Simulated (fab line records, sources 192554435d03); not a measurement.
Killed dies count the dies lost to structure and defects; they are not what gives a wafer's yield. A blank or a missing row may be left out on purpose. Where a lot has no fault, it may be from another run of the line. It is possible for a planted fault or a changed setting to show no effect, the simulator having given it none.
Matching of chambers :: flow n5Finfet :: 3 sister chambers for N5_BEOL_M0_SAQP_HM_DEP_111 on pecvd-04
The step deposits SiO2 from SiH4/N2O, target thk 12 nm, time 7.2 s. 6 wafers are shown with their chamber, then 7 later ones without.

== WAFERS WITH THEIR CHAMBER ==
wafer: L075.5
chamber: 0
showerheadPlenumPTorr (Torr): 8.32
heaterPowerW (W): 796

wafer: L076.6
chamber: 0
showerheadPlenumPTorr (Torr): 8.31
heaterPowerW (W): 794

wafer: L078.4
chamber: 1
showerheadPlenumPTorr (Torr): 8.21
heaterPowerW (W): 891

wafer: L078.6
chamber: 2
showerheadPlenumPTorr (Torr): 8.25
heaterPowerW (W): 775

wafer: L084.2
chamber: 2
showerheadPlenumPTorr (Torr): 8.24
heaterPowerW (W): 690

wafer: L084.4
chamber: 1
showerheadPlenumPTorr (Torr): 8.22
heaterPowerW (W): 901

== WAFERS WITHOUT THEIR CHAMBER ==
wafer: L084.6
showerheadPlenumPTorr (Torr): 8.24
heaterPowerW (W): 701

wafer: L088.1
showerheadPlenumPTorr (Torr): 8.19
heaterPowerW (W): 902

wafer: L088.2
showerheadPlenumPTorr (Torr): 8.30
heaterPowerW (W): 798

wafer: L088.3
showerheadPlenumPTorr (Torr): 8.23
heaterPowerW (W): 838

wafer: L096.1
showerheadPlenumPTorr (Torr): 8.31
heaterPowerW (W): 775

wafer: L096.3
showerheadPlenumPTorr (Torr): 8.25
heaterPowerW (W): 806

wafer: L096.4
showerheadPlenumPTorr (Torr): 8.23
heaterPowerW (W): 898

== THE CHAMBER EACH PASSED THROUGH ==
wafer: L084.6
from the rows above: 2
in truth: 2

wafer: L088.1
from the rows above: 1
in truth: 1

wafer: L088.2
from the rows above: 0
in truth: 0

wafer: L088.3
from the rows above: can't be placed: 1 or 2
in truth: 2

wafer: L096.1
from the rows above: 0
in truth: 0

wafer: L096.3
from the rows above: 2
in truth: 2

wafer: L096.4
from the rows above: 1
in truth: 1
Correctly placed: 6 of 7. Can't be placed from these rows: 1 (the true chamber is among the candidates in 1). Wrongly placed: 0.
How it was worked out, from the rows above alone: a wafer's distance from a chamber is the root of the sum, over the readings, of the square of ((its reading less the chamber's mean) divided by the reading's scatter). The wafer belongs to the nearest chamber; if the next one is less than 2 further off, it can't be placed. The mean given for a chamber averages the wafers shown for that chamber. How the scatter is found: for the shown wafers, subtract from each reading the mean of its chamber, square and add these, divide the total by (wafers less chambers), then take the root.
